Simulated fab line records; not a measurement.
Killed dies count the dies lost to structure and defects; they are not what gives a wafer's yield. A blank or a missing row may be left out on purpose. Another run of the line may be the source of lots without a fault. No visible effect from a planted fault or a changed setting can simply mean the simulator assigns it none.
8D (eight disciplines) problem report, filled in by code | flow n5-finfet | the parts of the form that need people (team, actions taken, sign-off) are left out

== 1. THE ISSUE ==
Wafers without a fault read 399.98 C, standard deviation 0.2; susceptor-temp-C at N5_BEOL_M5_PECVD_70 reads a mean of 392.65 C on 6 wafers belonging to 2 lots. That is -37 standard deviations from the usual mean.
The step: deposits SiO2 from TEOS/O2, target thk 16 nm, time 18 s.
Earliest sighting: wafer L783.1 on pecvd-04 at day 12 21:20. The record holds 33 wafers of 11 lots with a number at this step. By rule, "out" or "out of limits" means more than 4 standard deviations away from the usual mean. Any other wafer with a number is counted as sound.

== 2. WHAT THIS IS AND IS NOT ==
question                    | is                     | is not
which readings at this step | susceptor-temp-C       | heater-power-w, throttle-valve-pct
which lots                  | L783, L786             | L768, L771, L773, L774, L775, L776, L789, L790, L791
which wafers of those lots  | all that have a number | -
read on which tools         | pecvd-04               | pecvd-02, pecvd-03
when                        | from day 12 21:20      | up to then (18 sound wafers); but 9 sound wafers of L789, L790, L791 came after

== 3. WHAT RULES OUT EACH SUSPECT ==
Counting: a tool at any process step up to the reading remains a suspect when it ran all the lots that are out and ran no sound lot after the first of those.
- pecvd-04 at N5_BEOL_M5_PECVD_70 (deposits SiO2 from TEOS/O2, target thk 16 nm, time 18 s): kept. All lots that are out passed through it, beginning with L783 at day 12 21:20, and no sound lot followed; its final sound lot before that point was L771 at day 9 22:41. Its own susceptor-temp-C readings are out on those wafers.
Remaining after the count: pecvd-04 at N5_BEOL_M5_PECVD_70.

== 4. THE CAUSE (what the simulator had put in) ==
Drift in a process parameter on pecvd-04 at N5_BEOL_M5_PECVD_70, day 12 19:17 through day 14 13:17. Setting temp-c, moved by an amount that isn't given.
Counting left only this tool.

== 5. SEQUENCE OF EFFECTS, ordered by route ==
Rows list readings where the struck wafers' mean (over those with a number) sits beyond 3 standard deviations from the usual. Scope: only readings with a usual standard deviation given in the record; hours: median across lots of the time from each lot's start at the first step in this table that gives one to its start at this step; sigmas: change in usual standard deviations.
hours | step                | reading          | usual    | on struck wafers | change | sigmas
0     | N5_BEOL_M5_PECVD_70 | susceptor-temp-C | 399.98 C | 392.65           | -7.33  | -37
Process steps it contains:
- N5_BEOL_M5_PECVD_70: deposits SiO2 from TEOS/O2, target thk 16 nm, time 18 s.

== 6. HOW IT WOULD HAVE BEEN CAUGHT EARLIER ==
2 hours passed between the start of the fault at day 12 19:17 and the first reading out of limits in this record, taken at day 12 21:20.
